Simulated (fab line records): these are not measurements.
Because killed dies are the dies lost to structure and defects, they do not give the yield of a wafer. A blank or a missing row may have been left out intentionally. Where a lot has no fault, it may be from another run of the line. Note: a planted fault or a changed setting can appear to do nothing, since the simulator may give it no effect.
Which tool did it? ; flow n5 finfet ; 11 lots with 33 wafers sampled at 4 steps, on a route of 1938 steps

== WHAT EACH GAUGE READ, for each wafer ==
N5_MIM_TOP_LITHO_CD_MEAS_08: target cd 2000 nm.
lot;measured;on;cd nm (nm)
L476;day 11 19:11;cd sem-02;1999.9 1998.9 2002.4
L479;day 12 16:39;cd sem-03;1997.8 1998.7 1998.6
L477;day 12 23:28;cd sem-03;1998.8 1996.8 1998.1
L480;day 13 10:00;cd sem-02;1998.7 1999.9 1999.5
L482;day 14 02:53;cd sem-02;2001.0 1997.8 1999.2
L489;day 16 00:28;cd sem-02;1993.5 1996.5 1995.3
L490;day 16 03:49;cd sem-03;1992.4 1994.6 1995.6
L494;day 16 23:36;cd sem-03;2000.5 1999.2 1999.6
L495;day 17 10:55;cd sem-03;2002.7 1997.8 1997.4
L496;day 18 12:01;cd sem-03;1999.0 2000.5 1998.0
L499;day 19 03:35;cd sem-03;2000.6 1998.3 1999.2

== WHICH TOOL RAN EACH LOT (tool, then ch and the chambers of the sampled wafers, then the start) ==
lot;N5_BEOL_M15_ANNEAL_48;N5_BEOL_M15_CMP_49;N5_MIM_TOP_LITHO_EXPOSE_05
L476;rtp anneal-02 ch 0, day 11 12:49;cmp-01 ch 0,1,3, day 11 13:08;krf scanner-01 ch 0, day 11 19:01
L479;rtp anneal-02 ch 0, day 12 12:07;cmp-04 ch 0,3, day 12 12:26;krf scanner-02 ch 0, day 12 16:28
L477;rtp anneal-02 ch 0, day 12 18:14;cmp-03 ch 2,3, day 12 18:31;krf scanner-01 ch 0, day 12 23:18
L480;rtp anneal-01 ch 0, day 13 05:43;cmp-03 ch 1,2, day 13 05:58;krf scanner-01 ch 0, day 13 09:50
L482;rtp anneal-01 ch 0, day 13 21:14;cmp-01 ch 0,2, day 13 21:32;krf scanner-01 ch 0, day 14 02:43
L489;rtp anneal-02 ch 0, day 15 19:07;cmp-03 ch 1,2,3, day 15 19:27;krf scanner-01 ch 0, day 16 00:17
L490;rtp anneal-02 ch 0, day 15 22:29;cmp-01 ch 0,2,3, day 15 22:46;krf scanner-01 ch 0, day 16 03:38
L494;rtp anneal-02 ch 0, day 16 17:50;cmp-01 ch 0,1,3, day 16 18:09;krf scanner-02 ch 0, day 16 23:26
L495;rtp anneal-02 ch 0, day 17 05:47;cmp-01 ch 1,2,3, day 17 06:04;krf scanner-02 ch 0, day 17 10:44
L496;rtp anneal-02 ch 0, day 18 08:40;cmp-01 ch 1,2,3, day 18 08:59;krf scanner-02 ch 0, day 18 11:50
L499;rtp anneal-01 ch 0, day 18 22:08;cmp-04 ch 0,1, day 18 22:20;krf scanner-02 ch 0, day 19 03:25
- N5_BEOL_M15_ANNEAL_48: time 90 s.
- N5_BEOL_M15_CMP_49: polishes, stops on SiO2, t overpolish 4.9 s, target thk 850 nm.
- N5_MIM_TOP_LITHO_EXPOSE_05: exposes mask MIM TOP, target cd 2000 nm.

== THE ANSWER, worked out from the rows above alone ==
Rule: usual is defined by the lots themselves. The widest of any qualifying gaps counts: lots, ordered by their means at a reading, are off when they make up no more than a third of the lots, leave a main group of 4 or more, and stand apart from it by 3 or more times the standard deviation of that group's means. A main group is skipped when, at the precision printed for the reading in the tables above, its means are all equal. A lot without any number at a reading at which 4 lots or more have one is off too. Where the step has rows for the other lots, those lots are counted as sound.
Off: L489, L490, at N5_MIM_TOP_LITHO_CD_MEAS_08 (cd nm). Main group: mean 1999.2 nm, sd 0.69.
A tool fits if, at a process step before that reading, it ran every lot that is off, and no sound lot after the first of them. The gauges at N5_MIM_TOP_LITHO_CD_MEAS_08 are tried like those tools. One candidate fits, namely krf scanner-01 at N5_MIM_TOP_LITHO_EXPOSE_05. Its last sound lot is L482 (day 14 02:43), its first lot that is off L489 (day 16 00:17): a fault that began between those two fits.

== WHAT THE SIMULATOR HAD INSERTED ==
Process parameter drift: krf scanner-01, from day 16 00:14 on, at N5_MIM_TOP_LITHO_EXPOSE_05. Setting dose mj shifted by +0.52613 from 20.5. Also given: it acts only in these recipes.
Lots struck among those shown: L489, L490. The rule given above showed the same thing.
